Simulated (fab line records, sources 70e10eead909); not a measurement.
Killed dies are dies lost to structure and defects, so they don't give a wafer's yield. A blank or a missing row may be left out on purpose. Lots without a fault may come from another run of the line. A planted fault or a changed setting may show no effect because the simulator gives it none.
fab line records | flow nand_harc
record lots=24 wafers=72 last_day=34
route steps=1302 shown P_M0@279 P_M1@298 P_M2@332
lots that met no fault: from a run of the same line without faults
start_h: hours from the record's first day to the start of the lot's first wafer shown | wait_h: hours since the lot's step before | " the same as in the row above | L1.1+2: a row that stands for several wafers | - no value, or no start given | * or withheld: withheld | < > ~ a bound
route shown NAME@n: a module of which the file shows steps, and the number in the route of the first | usual: mean/standard deviation of fault-free wafers | same: alike in all rows | chamber/n: place in a boat | sites: the reading at each site | _std_site: their standard deviation | _edge_site: outer sites' mean less inner sites' | radius_mm: how far each site lies from the wafer's centre | mask NAME#n: copy n | behind: the tool/chamber that last shaped the wafer | hold: why the lot was held/for how many hours/how that ended | device: the transistor (n, p or np) that didn't switch | end of line: the same wafers' tests at the end of the route | a step without rows: its recipe alone | killed: dies lost to structure and defects at the first sort, not the wafer's yield | map: a wafer's dies, x killed, . not, _ none there
set.NAME: the setting as run; set.NAME@STEP: as run at that earlier step | model.NAME: the simulator's own value behind a step, which no gauge read
steps of the route over a sample of lots; a table a step, a row a wafer
services: from which hour (start_h, from the record's first day; less than 0 if before it) a tool's chamber was out of use, for how many hours, and why
## steps
# step NHARC_P_M0_THK_MEAS_24
# recipe thk_meas_gauge=xrf
# usual thk_nm=117.4/1.8
# columns lot.wafer tool chamber start_h wait_h thk_nm
L074.1 film_metro-02 - 132.61 - 119.6
L074.2 " - " " 116.4
L074.4 " - " " 117.2
L075.3 film_metro-02 - 138.77 - 117.6
L075.5 " - " " 119.7
L075.6 " - " " 116.6
L076.4 film_metro-02 - 148.53 - 116.4
L076.5 " - " " 118.2
L076.6 " - " " 119.3
L077.1 film_metro-02 - 154.38 - 119.3
L077.2 " - " " 113.8
L077.3 " - " " 117.8
L078.1 film_metro-02 - 164.69 - 121.0
L078.2 " - " " 117.6
L078.4 " - " " 116.7
L079.2 film_metro-02 - 189.13 - 117.6
L079.5 " - " " 117.0
L079.6 " - " " 118.4
L080.3 film_metro-02 - 201.75 - 114.7
L080.4 " - " " 117.7
L080.5 " - " " 115.7
L081.1 film_metro-02 - 208.01 - 121.2
L081.3 " - " " 117.2
L081.5 " - " " 118.4
L082.1 film_metro-01 - 210.79 - 117.4
L082.4 " - " " 116.5
L082.5 " - " " 116.4
L084.2 film_metro-02 - 223.23 - 119.5
L084.5 " - " " 120.2
L084.6 " - " " 122.4
L083.2 film_metro-01 - 224.35 - 116.2
L083.3 " - " " 117.7
L083.4 " - " " 118.8
L085.1 film_metro-02 - 240.66 - 117.5
L085.2 " - " " 117.5
L085.4 " - " " 115.0
L086.1 film_metro-01 - 248.21 - 117.7
L086.2 " - " " 116.1
L086.5 " - " " 113.5
L087.1 film_metro-02 - 249.78 - 117.2
L087.4 " - " " 116.7
L087.6 " - " " 119.0
L088.4 film_metro-01 - 273.81 - 115.5
L088.5 " - " " 117.9
L088.6 " - " " 118.4
L089.3 film_metro-01 - 279.19 - 118.0
L089.4 " - " " 117.9
L089.6 " - " " 118.0
L090.1 film_metro-02 - 291.00 - 117.9
L090.2 " - " " 119.4
L090.6 " - " " 118.9
L091.1 film_metro-02 - 291.65 - 117.2
L091.2 " - " " 119.2
L091.3 " - " " 118.5
L092.1 film_metro-02 - 303.71 - 118.4
L092.4 " - " " 115.6
L092.5 " - " " 119.1
L093.2 film_metro-02 - 320.73 - 116.0
L093.3 " - " " 121.1
L093.4 " - " " 119.8
L094.2 film_metro-02 - 324.72 - 115.5
L094.3 " - " " 115.4
L094.5 " - " " 116.8
L095.1 film_metro-02 - 342.67 - 118.1
L095.3 " - " " 119.1
L095.6 " - " " 115.0
L096.2 film_metro-02 - 344.37 - 116.2
L096.4 " - " " 115.8
L096.5 " - " " 118.2
L097.1 film_metro-02 - 351.97 - 121.2
L097.3 " - " " 116.6
L097.4 " - " " 117.3
# step NHARC_P_M0_PRE_CLEAN_31
# recipe time_s=12 temp_c=370 rf_power_w=300 gas=NH3
# usual heater_power_w=634/71
# columns lot.wafer tool chamber start_h wait_h heater_power_w
L074.1 pecvd-02 0 132.86 0.1 636
L074.2 " 2 " " 630
L074.4 " 1 " " 620
L075.3 pecvd-02 1 139.06 0.1 618
L075.6 " 1 " " 615
L075.5 " 2 " " 574
L076.6 pecvd-01 2 148.79 0.1 586
L076.5 " 0 " " 581
L076.4 " 1 " " 785
L077.3 pecvd-04 2 154.60 0.1 701
L077.2 " 0 " " 813
L077.1 " 1 " " 596
L078.2 pecvd-04 0 164.91 0.1 782
L078.1 " 1 " " 572
L078.4 " 2 " " 698
L079.2 pecvd-04 1 189.35 0.1 557
L079.5 " 1 " " 571
L079.6 " 0 " " 794
L080.3 pecvd-01 0 201.98 0.1 567
L080.4 " 0 " " 595
L080.5 " 1 " " 793
L081.3 pecvd-04 0 208.25 0.1 800
L081.1 " 1 " " 611
L081.5 " 1 " " 619
L082.1 pecvd-02 2 211.03 0.1 664
L082.5 " 1 " " 594
L082.4 " 2 " " 653
L084.2 pecvd-02 0 223.45 0.1 635
L084.5 " 0 " " 661
L084.6 " 2 " " 591
L083.2 pecvd-01 1 224.57 0.1 739
L083.3 " 2 " " 608
L083.4 " 0 " " 609
L085.1 pecvd-02 1 240.89 0.1 506
L085.2 " 2 " " 681
L085.4 " 0 " " 569
L086.2 pecvd-04 1 248.44 0.1 556
L086.1 " 2 " " 612
L086.5 " 1 " " 569
L087.1 pecvd-02 1 250.00 0.1 547
L087.4 " 1 " " 538
L087.6 " 0 " " 589
L088.5 pecvd-02 1 274.07 0.1 597
L088.6 " 2 " " 663
L088.4 " 0 " " 670
L089.3 pecvd-01 0 279.43 0.1 575
L089.6 " 0 " " 565
L089.4 " 1 " " 702
L090.2 pecvd-02 0 291.23 0.1 663
L090.1 " 1 " " 615
L090.6 " 2 " " 654
L091.2 pecvd-02 2 291.89 0.1 684
L091.3 " 0 " " 603
L091.1 " 1 " " 579
L092.1 pecvd-04 1 303.96 0.1 623
L092.4 " 2 " " 690
L092.5 " 0 " " 733
L093.2 pecvd-02 1 320.95 0.1 552
L093.3 " 2 " " 587
L093.4 " 0 " " 565
L094.3 pecvd-02 1 324.94 0.1 590
L094.2 " 2 " " 656
L094.5 " 2 " " 670
L095.3 pecvd-01 0 342.90 0.1 600
L095.1 " 1 " " 711
L095.6 " 1 " " 719
L096.2 pecvd-02 2 344.62 0.1 563
L096.5 " 0 " " 605
L096.4 " 1 " " 549
L097.1 pecvd-01 1 352.19 0.1 775
L097.3 " 0 " " 629
L097.4 " 0 " " 635
# step NHARC_P_M1_DESCUM_14
# recipe time_s=3 o2_flow_sccm=200 ar_flow_sccm=0 bias_power_w=0 chemistry=O2
# usual drypump_motor_current_A=5.8/0.52 oes_product_au=1.000/0.012 rf_vpp_V=57.8/0.76 showerhead_plenum_p_Torr=1.90/0.059 throttle_valve_pct=11.311/0.0094
# columns lot.wafer tool chamber start_h wait_h drypump_motor_current_A oes_product_au rf_hours_counter_h rf_vpp_V showerhead_plenum_p_Torr throttle_valve_pct
L074.2 rie_diel-10 0 134.38 0.1 6.0 0.992 5 57.4 1.88 11.309
L074.1 " 1 " " 5.1 0.988 5 58.6 1.87 11.307
L074.4 " 2 " " 5.3 0.989 5 58.3 2.03 11.292
L075.3 rie_diel-10 3 140.70 0.1 5.9 1.009 5 57.3 1.86 11.323
L075.6 " 3 " " 5.9 1.003 - 58.0 1.86 11.315
L075.5 " 0 " " 6.0 0.986 - 57.3 1.88 11.312
L076.4 rie_diel-12 0 150.29 0.1 5.1 1.023 3 57.0 1.98 11.308
L076.5 " 1 " " 6.1 1.015 - 58.5 1.90 11.309
L076.6 " 2 " " 6.2 0.990 - 56.4 1.84 11.320
L077.2 rie_diel-12 0 156.12 0.1 5.1 1.008 3 58.3 1.98 11.303
L077.1 " 2 " " 6.2 0.999 3 58.0 1.84 11.317
L077.3 " 3 " " 6.5 1.013 3 58.2 1.94 11.313
L078.1 rie_diel-10 2 166.30 0.1 5.2 1.006 8 59.7 2.03 11.315
L078.2 " 0 " " 6.0 0.989 8 56.9 1.88 11.320
L078.4 " 1 " " 5.1 0.992 - 58.0 1.87 11.317
L079.2 rie_diel-12 3 190.89 0.1 6.5 1.019 6 58.8 1.94 11.314
L079.5 " 0 " " 5.1 0.994 - 58.0 1.98 11.315
L079.6 " 1 " " 6.1 0.997 - 57.6 1.90 11.311
L080.3 rie_diel-12 1 203.49 0.1 6.1 1.013 7 57.5 1.90 11.316
L080.4 " 2 " " 6.2 0.994 7 57.3 1.84 11.304
L080.5 " 3 " " 6.5 1.021 - 58.7 1.94 11.318
L081.1 rie_diel-12 3 209.78 0.1 6.5 1.039 6 57.4 1.94 11.310
L081.3 " 0 " " 5.1 1.002 6 58.2 1.98 11.319
L081.5 " 3 " " 6.5 1.018 - 57.9 1.94 11.320
L082.1 rie_diel-12 0 212.53 0.1 5.0 0.995 7 57.5 1.98 11.299
L082.4 " 3 " " 6.5 1.014 7 58.4 1.94 11.311
L082.5 " 0 " " 5.1 0.990 - 57.7 1.98 11.317
L084.2 rie_diel-12 0 224.83 0.1 5.0 1.001 7 58.8 1.98 11.299
L084.5 " 0 " " 5.1 1.005 - 57.4 1.98 11.306
L084.6 " 1 " " 6.1 1.011 - 57.6 1.90 11.307
L083.3 rie_diel-10 0 226.09 0.1 6.0 0.994 15 57.9 1.87 11.299
L083.2 " 2 " " 5.3 0.992 14 58.7 2.02 11.313
L083.4 " 3 " " 5.9 0.998 11 57.0 1.85 11.298
L085.1 rie_diel-10 3 242.37 0.1 5.9 1.005 13 57.9 1.85 11.314
L085.4 " 0 " " 6.0 0.988 16 56.7 1.87 11.312
L085.2 " 2 " " 5.2 0.993 15 59.5 2.02 11.296
L086.2 rie_diel-12 2 249.82 0.1 6.2 0.990 9 56.8 1.84 11.313
L086.1 " 3 " " 6.5 1.023 8 56.7 1.94 11.311
L086.5 " 2 " " 6.2 0.984 - 56.7 1.84 11.317
L087.1 rie_diel-12 3 251.51 0.1 6.5 1.011 9 57.7 1.94 11.329
L087.4 " 1 " " 6.2 1.010 9 58.4 1.90 11.314
L087.6 " 3 " " 6.5 1.017 - 58.3 1.94 11.324
L088.4 rie_diel-11 2 275.55 0.1 5.3 1.010 3 57.8 1.85 11.309
L088.5 " 2 " " 5.3 1.003 - 57.1 1.85 11.319
L088.6 " 3 " " 5.9 0.998 - 56.3 1.83 11.322
L089.4 rie_diel-12 3 280.92 0.1 6.5 1.003 0 57.1 1.94 11.309
L089.3 " 0 " " 5.1 0.987 0 58.3 1.98 11.294
L089.6 " 3 " " 6.5 1.004 - 58.2 1.94 11.320
L090.1 rie_diel-12 2 292.79 0.1 6.2 0.994 2 58.4 1.84 11.320
L090.2 " 0 " " 5.1 0.994 2 58.8 1.98 11.317
L090.6 " 3 " " 6.5 1.012 - 58.3 1.94 11.303
L091.2 rie_diel-12 2 293.42 0.1 6.2 1.002 2 58.0 1.84 11.317
L091.3 " 3 " " 6.5 1.010 2 58.6 1.93 11.309
L091.1 " 1 " " 6.1 1.016 2 56.7 1.90 11.312
L092.4 rie_diel-10 0 305.44 0.1 6.0 0.980 5 57.7 1.87 11.319
L092.1 " 2 " " 5.3 0.993 5 59.1 2.02 11.301
L092.5 " 1 " " 5.1 0.994 - 57.8 1.87 11.308
L093.4 rie_diel-11 1 322.35 0.1 5.6 1.005 22 57.4 1.78 11.304
L093.2 " 2 " " 5.3 1.005 23 59.0 1.85 11.305
L093.3 " 3 " " 5.9 0.979 19 58.4 1.83 11.322
L094.2 rie_diel-10 3 326.46 0.1 5.9 0.988 7 58.3 1.85 11.329
L094.3 " 1 " " 5.0 0.978 7 57.6 1.87 11.307
L094.5 " 3 " " 5.9 0.990 - 57.0 1.85 11.312
L095.1 rie_diel-10 3 344.42 0.1 5.9 1.003 8 58.4 1.85 11.321
L095.3 " 0 " " 6.0 0.981 8 58.0 1.87 11.306
L095.6 " 3 " " 5.9 0.994 - 57.9 1.85 11.305
L096.2 rie_diel-12 2 346.12 0.1 6.2 0.991 3 57.7 1.84 11.300
L096.4 " 0 " " 5.1 1.021 4 57.8 1.98 11.312
L096.5 " 2 " " 6.2 0.992 - 57.3 1.84 11.307
L097.1 rie_diel-10 0 353.70 0.1 6.0 0.993 10 57.6 1.87 11.312
L097.3 " 1 " " 5.1 0.997 9 58.2 1.87 11.330
L097.4 " 2 " " 5.3 0.997 9 58.8 2.02 11.307
# step NHARC_P_M1_CD_MEAS_16
# usual cd_nm=129.9/0.81
# columns lot.wafer tool chamber start_h wait_h cd_nm
L074.1 cd_sem-01 - 134.68 - 131.3
L074.2 " - " " 132.1
L074.4 " - " " 131.2
L075.3 cd_sem-01 - 141.01 - 128.4
L075.5 " - " " 130.1
L075.6 " - " " 128.7
L076.4 cd_sem-01 - 150.58 - 130.3
L076.5 " - " " 128.0
L076.6 " - " " 129.3
L077.1 cd_sem-03 - 156.42 - 131.1
L077.2 " - " " 131.3
L077.3 " - " " 129.8
L078.1 cd_sem-01 - 166.64 - 129.5
L078.2 " - " " 128.9
L078.4 " - " " 128.6
L079.2 cd_sem-03 - 191.18 - 130.0
L079.5 " - " " 130.0
L079.6 " - " " 128.8
L080.3 cd_sem-02 - 203.78 - 129.9
L080.4 " - " " 130.4
L080.5 " - " " 129.0
L081.1 cd_sem-02 - 210.09 - 130.2
L081.3 " - " " 131.8
L081.5 " - " " 130.2
L082.1 cd_sem-03 - 212.83 - 129.4
L082.4 " - " " 130.5
L082.5 " - " " 129.7
L084.2 cd_sem-02 - 225.13 - 129.8
L084.5 " - " " 130.8
L084.6 " - " " 130.2
L083.2 cd_sem-01 - 226.39 - 131.4
L083.3 " - " " 129.1
L083.4 " - " " 131.1
L085.1 cd_sem-02 - 242.67 - 130.6
L085.2 " - " " 130.9
L085.4 " - " " 130.9
L086.1 cd_sem-01 - 250.13 - 129.7
L086.2 " - " " 128.4
L086.5 " - " " 130.2
L087.1 cd_sem-03 - 251.82 - 130.0
L087.4 " - " " 129.6
L087.6 " - " " 130.0
L088.4 cd_sem-02 - 275.90 - 129.6
L088.5 " - " " 129.1
L088.6 " - " " 130.3
L089.3 cd_sem-01 - 281.23 - 129.5
L089.4 " - " " 130.4
L089.6 " - " " 129.3
L090.1 cd_sem-01 - 293.09 - 129.5
L090.2 " - " " 129.9
L090.6 " - " " 130.6
L091.1 cd_sem-03 - 293.73 - 129.6
L091.2 " - " " 130.4
L091.3 " - " " 130.4
L092.1 cd_sem-02 - 305.74 - 130.2
L092.4 " - " " 130.0
L092.5 " - " " 129.4
L093.2 cd_sem-01 - 322.65 - 128.2
L093.3 " - " " 129.1
L093.4 " - " " 130.1
L094.2 cd_sem-01 - 326.76 - 130.1
L094.3 " - " " 128.3
L094.5 " - " " 130.4
L095.1 cd_sem-01 - 344.73 - 129.6
L095.3 " - " " 130.4
L095.6 " - " " 130.0
L096.2 cd_sem-03 - 346.44 - 127.8
L096.4 " - " " 130.1
L096.5 " - " " 128.3
L097.1 cd_sem-03 - 354.01 - 130.8
L097.3 " - " " 130.3
L097.4 " - " " 130.3
# step NHARC_P_M2_ETCH_35
# recipe target_depth_a=400 overetch_a=120 time_s=43.94 ion_energy_ev=200 n2_flow_sccm=150 h2_flow_sccm=150 ar_flow_sccm=0 rf_w=400 bias_w=150 chemistry=N2/H2
# usual drypump_motor_current_A=5.6/0.48 oes_product_au=1.001/0.0087 rf_vpp_V=430.1/2.5 showerhead_plenum_p_Torr=2.03/0.09 throttle_valve_pct=14.170/0.0093
# columns lot.wafer tool chamber start_h wait_h drypump_motor_current_A oes_product_au rf_hours_counter_h rf_vpp_V showerhead_plenum_p_Torr throttle_valve_pct
L074.4 rie_diel-09 2 138.92 0.1 5.3 0.986 6.7 433.1 2.14 14.194
L074.2 " 3 " " 4.9 1.013 6.8 430.0 2.01 14.168
L074.1 " 0 " " 5.7 1.010 7.0 429.7 2.02 14.169
L075.3 rie_diel-04 1 144.82 0.1 5.3 0.997 3.9 428.7 1.99 14.175
L075.5 " 0 " " 5.5 1.011 - 429.9 2.02 14.163
L075.6 " 1 " " 5.3 0.989 - 430.7 1.98 14.173
L076.4 rie_diel-09 3 154.52 0.1 4.9 1.001 0.1 429.5 2.01 14.165
L076.5 " 0 " " 5.7 0.985 - 431.2 2.02 14.152
L076.6 " 1 " " 6.3 0.990 - 433.5 2.18 14.174
L077.1 rie_diel-09 3 160.34 0.1 4.9 1.012 0.2 429.3 2.01 14.167
L077.3 " 1 " " 6.3 0.996 0.4 433.1 2.18 14.170
L077.2 " 2 " " 5.3 0.998 0.2 433.0 2.14 14.160
L078.1 rie_diel-09 1 170.55 0.1 6.3 0.984 0.6 433.6 2.18 14.160
L078.4 " 3 " " 5.0 1.006 0.5 430.0 2.01 14.155
L078.2 " 0 " " 5.7 1.001 0.6 430.5 2.02 14.162
L079.2 rie_diel-09 3 195.45 0.1 4.9 1.012 1.7 429.0 2.01 14.181
L079.6 " 2 " " 5.3 1.003 - 431.8 2.14 14.159
L079.5 " 3 " " 4.9 1.004 - 430.2 2.01 14.168
L080.3 rie_diel-04 1 207.59 0.1 5.3 1.000 1.8 429.1 1.98 14.195
L080.5 " 2 " " 6.5 1.010 - 426.3 1.90 14.165
L080.4 " 3 " " 5.1 1.004 - 433.4 2.12 14.174
L081.1 rie_diel-13 3 213.89 0.1 5.9 1.012 2.2 427.8 1.95 14.169
L081.3 " 2 " " 5.7 1.013 1.7 428.3 1.95 14.177
L081.5 " 3 " " 5.9 1.011 - 428.1 1.95 14.168
L082.4 rie_diel-09 3 216.77 0.1 4.9 0.996 2.8 429.2 2.01 14.188
L082.1 " 1 " " 6.3 0.976 3.2 434.7 2.17 14.174
L082.5 " 3 " " 4.9 0.996 - 429.9 2.01 14.174
L084.2 rie_diel-04 2 228.95 0.1 6.6 0.996 2.6 426.2 1.90 14.170
L084.5 " 2 " " 6.6 0.988 - 427.3 1.90 14.173
L084.6 " 3 " " 5.1 1.000 - 431.4 2.11 14.172
L083.3 rie_diel-09 2 230.51 0.1 5.3 0.996 3.2 432.5 2.14 14.174
L083.4 " 3 " " 4.9 0.988 3.0 429.6 2.01 14.183
L083.2 " 0 " " 5.7 1.006 3.2 429.8 2.02 14.155
L085.1 rie_diel-09 0 246.62 0.1 5.7 1.002 3.3 431.1 2.02 14.168
L085.2 " 2 " " 5.3 0.998 4.1 434.2 2.14 14.174
L085.4 " 0 " " 5.7 1.008 - 429.7 2.02 14.173
L086.2 rie_diel-09 2 254.14 0.1 5.3 1.002 4.3 433.8 2.14 14.171
L086.1 " 3 " " 4.9 1.001 3.1 429.8 2.01 14.165
L086.5 " 1 " " 6.3 0.990 - 434.2 2.17 14.162
L087.1 rie_diel-13 3 255.77 0.1 5.8 1.005 4.5 427.8 1.95 14.167
L087.4 " 3 " " 5.8 0.996 - 429.2 1.95 14.176
L087.6 " 2 " " 5.7 1.016 - 428.2 1.94 14.167
L088.4 rie_diel-09 3 279.79 0.1 4.9 1.012 4.4 429.2 2.00 14.181
L088.5 " 3 " " 4.9 1.001 - 430.1 2.00 14.168
L088.6 " 0 " " 5.7 1.012 - 430.9 2.02 14.183
L089.4 rie_diel-04 2 285.04 0.1 6.6 1.007 7.3 426.6 1.90 14.173
L089.3 " 0 " " 5.4 0.996 7.7 429.4 2.02 14.172
L089.6 " 3 " " 5.1 1.013 - 432.5 2.11 14.171
L090.2 rie_diel-13 1 297.06 0.1 5.1 0.997 5.2 428.6 1.95 14.185
L090.1 " 3 " " 5.9 1.018 6.1 429.4 1.95 14.151
L090.6 " 1 " " 5.1 0.989 - 427.8 1.95 14.169
L091.2 rie_diel-13 1 297.54 0.1 5.1 0.996 5.3 430.0 1.95 14.169
L091.1 " 3 " " 5.9 1.009 6.1 430.2 1.95 14.171
L091.3 " 0 " " 5.4 1.005 6.0 427.9 1.93 14.164
L092.1 rie_diel-09 2 309.64 0.1 5.3 1.003 7.5 431.9 2.14 14.190
L092.4 " 1 " " 6.3 0.994 7.7 434.4 2.17 14.163
L092.5 " 2 " " 5.3 1.006 - 433.1 2.14 14.141
L093.4 rie_diel-13 0 326.48 0.1 5.3 1.003 8.5 426.0 1.92 14.173
L093.3 " 1 " " 5.1 1.003 7.3 427.8 1.95 14.174
L093.2 " 3 " " 5.8 1.010 8.3 427.4 1.95 14.157
L094.2 rie_diel-13 1 330.57 0.1 5.1 0.994 7.5 427.6 1.95 14.172
L094.3 " 2 " " 5.7 1.012 7.6 426.8 1.94 14.169
L094.5 " 1 " " 5.0 1.002 - 429.3 1.95 14.160
L095.3 rie_diel-04 1 348.66 0.1 5.3 0.994 9.5 429.1 1.98 14.169
L095.1 " 0 " " 5.4 0.997 9.9 430.8 2.02 14.176
L095.6 " 2 " " 6.6 0.999 - 426.0 1.90 14.165
L096.2 rie_diel-09 0 350.26 0.1 5.7 1.004 0.9 430.2 2.02 14.164
L096.4 " 2 " " 5.3 0.996 1.2 433.0 2.14 14.183
L096.5 " 0 " " 5.7 1.005 - 430.5 2.02 14.176
L097.1 rie_diel-13 1 357.97 0.1 5.1 0.991 0.2 427.7 1.95 14.171
L097.3 " 2 " " 5.7 1.003 0.3 428.6 1.94 14.176
L097.4 " 0 " " 5.4 0.993 0.2 427.1 1.92 14.187
# step NHARC_P_M2_THK_MEAS_24
# recipe thk_meas_gauge=xrf
# usual thk_nm=144.1/1.5
# columns lot.wafer tool chamber start_h wait_h thk_nm
L074.1 film_metro-02 - 141.25 - 143.3
L074.2 " - " " 144.2
L074.4 " - " " 145.5
L075.3 film_metro-02 - 147.15 - 144.0
L075.5 " - " " 144.2
L075.6 " - " " 140.9
L076.4 film_metro-02 - 156.84 - 145.3
L076.5 " - " " 144.5
L076.6 " - " " 146.4
L077.1 film_metro-02 - 162.73 - 146.4
L077.2 " - " " 147.8
L077.3 " - " " 143.7
L078.1 film_metro-02 - 172.92 - 146.4
L078.2 " - " " 143.4
L078.4 " - " " 144.4
L079.2 film_metro-02 - 197.77 - 144.5
L079.5 " - " " 143.5
L079.6 " - " " 144.6
L080.3 film_metro-02 - 209.95 - 142.0
L080.4 " - " " 144.4
L080.5 " - " " 143.0
L081.1 film_metro-01 - 216.23 - 143.3
L081.3 " - " " 141.7
L081.5 " - " " 142.7
L082.1 film_metro-01 - 219.10 - 143.2
L082.4 " - " " 143.4
L082.5 " - " " 144.1
L084.2 film_metro-01 - 231.28 - 144.3
L084.5 " - " " 143.6
L084.6 " - " " 143.5
L083.2 film_metro-02 - 232.83 - 144.4
L083.3 " - " " 144.2
L083.4 " - " " 143.5
L085.1 film_metro-01 - 249.44 - 142.4
L085.2 " - " " 144.5
L085.4 " - " " 145.7
L086.1 film_metro-02 - 256.47 - 139.3
L086.2 " - " " 142.5
L086.5 " - " " 143.6
L087.1 film_metro-01 - 258.26 - 143.6
L087.4 " - " " 144.9
L087.6 " - " " 146.3
L088.4 film_metro-02 - 282.12 - 143.4
L088.5 " - " " 144.4
L088.6 " - " " 145.2
L089.3 film_metro-01 - 287.47 - 143.1
L089.4 " - " " 143.4
L089.6 " - " " 142.7
L090.1 film_metro-01 - 299.39 - 144.0
L090.2 " - " " 145.6
L090.6 " - " " 143.1
L091.1 film_metro-01 - 299.88 - 146.2
L091.2 " - " " 143.6
L091.3 " - " " 143.7
L092.1 film_metro-01 - 311.98 - 144.3
L092.4 " - " " 144.4
L092.5 " - " " 146.9
L093.2 film_metro-02 - 328.83 - 144.9
L093.3 " - " " 144.4
L093.4 " - " " 143.5
L094.2 film_metro-02 - 333.07 - 143.9
L094.3 " - " " 144.7
L094.5 " - " " 143.2
L095.1 film_metro-01 - 351.01 - 144.8
L095.3 " - " " 145.0
L095.6 " - " " 144.8
L096.2 film_metro-01 - 352.59 - 146.5
L096.4 " - " " 144.2
L096.5 " - " " 145.8
L097.1 film_metro-02 - 360.33 - 143.0
L097.3 " - " " 143.1
L097.4 " - " " 146.1
## services
# columns tool chamber start_h hours kind
rie_diel-12 0 116.86 7.5 repair
pecvd-01 - 130.00 13.0 pm
pecvd-02 0 133.58 9.3 repair
rie_diel-09 - 143.10 9.0 pm
rie_diel-10 3 162.04 31.1 repair
rie_diel-13 - 165.00 9.0 pm
rie_diel-12 3 165.12 2.9 repair
pecvd-02 0 183.52 20.4 repair
rie_diel-09 - 219.84 3.3 repair
pecvd-02 - 227.00 13.0 pm
rie_diel-09 3 232.31 15.8 repair
rie_diel-09 0 240.68 4.2 repair
rie_diel-10 - 242.50 9.0 pm
pecvd-02 - 245.64 1.5 repair
rie_diel-13 1 246.52 9.3 repair
rie_diel-12 2 254.69 1.7 repair
rie_diel-12 - 268.40 9.0 pm
pecvd-04 - 269.38 13.0 pm
rie_diel-09 3 301.95 3.1 repair
rie_diel-09 - 316.00 0.7 repair
rie_diel-12 2 318.46 9.1 repair
rie_diel-09 - 320.10 9.0 pm
rie_diel-09 3 329.33 16.3 repair
rie_diel-13 - 342.00 9.0 pm
## key
fault none
